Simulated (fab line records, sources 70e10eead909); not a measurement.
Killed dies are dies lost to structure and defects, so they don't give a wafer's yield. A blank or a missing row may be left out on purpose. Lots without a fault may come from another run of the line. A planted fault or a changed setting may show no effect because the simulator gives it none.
Problem report in the 8D (eight disciplines) form, filled by code | flow nand_harc | the parts of the form that need people (team, actions taken, sign-off) are left out

1. THE PROBLEM
thk_nm at NHARC_A_ONON_D1_THK_MEAS_18 reads a mean of 1486 nm on 2 wafers of 2 lots; wafers without a fault read 1001 nm with a standard deviation of 10. That is +49 standard deviations from the usual mean.
The step: measures by ellipsometry.
First seen on wafer L856.4, day 10 12:27, on film_metro-01. The record holds 41 wafers of 14 lots with a number at this step. Rule for "out", or "out of limits": more than 4 standard deviations from the usual mean. The other wafers with a number count as sound.

2. WHAT IT IS AND WHAT IT IS NOT
question                    | is                | is not
which readings at this step | thk_nm            | -
which lots                  | L856, L857        | L851, L853, L854, L864, L865, L866, L867, L868, L869, L870, L871, L873
which wafers of those lots  | L856.4, L857.4    | L856.1, L856.5, L857.3
read on which gauges        | film_metro-01     | film_metro-02
when                        | from day 10 12:27 | up to then (11 sound wafers); but 28 sound wafers of L857, L864, L865, L866, L867, L868, L869, L870, L871, L873 came after

3. SUSPECTS, AND WHAT RULES EACH OUT
Counting: a tool at a process step up to the reading stays a suspect if it ran every lot that is out. Sound lots after the first of them don't rule it out here, since some wafers of a struck lot are sound.
- the gauge at NHARC_A_ONON_D1_THK_MEAS_18: ruled out. All the wafers that are out were read on film_metro-01, but those of them that NHARC_END_SORT_01 has rows for are out there too, on other tools.
- rie_si-05 at NHARC_A_ZERO_WELL_ETCH_13 (etches the open film in HBr/Cl2, target depth 120 nm, time 40.1 s): kept. It ran every lot that is out, first L856 (day 9 05:16); its last sound lot up to then is L854 (day 8 13:37).
- pecvd_onon-01 at NHARC_A_ONON_D1_DEP_16 (target thk 1000 nm): kept. It ran every lot that is out, first L856 (day 10 11:57); its last sound lot up to then is L854 (day 9 22:28).
Left after counting: rie_si-05 at NHARC_A_ZERO_WELL_ETCH_13, pecvd_onon-01 at NHARC_A_ONON_D1_DEP_16.

4. THE CAUSE (what the simulator had put in)
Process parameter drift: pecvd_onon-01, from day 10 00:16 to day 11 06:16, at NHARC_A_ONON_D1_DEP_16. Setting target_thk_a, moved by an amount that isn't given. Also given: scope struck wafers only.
Counting left 2 suspects, and this tool is among them.

5. THE CHAIN OF EFFECTS, in route order
Each row: a reading whose mean over the struck wafers that have a number lies more than 3 standard deviations from the usual. Only readings for which the record gives a usual standard deviation are gone through. hours: the time from each lot's start at the first step in this table that gives one to its start at this step, as a median over the lots. sigmas: the change in usual standard deviations.
hours | step                        | reading         | usual   | on struck wafers | change | sigmas
0     | NHARC_A_ONON_D1_THK_MEAS_18 | thk_nm          | 1001 nm | 1486             | +486   | +49
383   | NHARC_END_SORT_01           | killed_at_array | 60      | 674              | +614   | +29
383   | NHARC_END_SORT_01           | killed_dies     | 65      | 677              | +612   | +31

6. WHAT WOULD HAVE CAUGHT IT SOONER
In this record the first reading out of limits at a measuring or inspecting step was taken at day 10 12:27, 12 hours after the fault began at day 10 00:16.
Of the lots that are out (2), L857 began NHARC_A_ONON_D1_DEP_16 on pecvd_onon-01 after day 10 12:27. A hold on the tool at that time would have spared it.
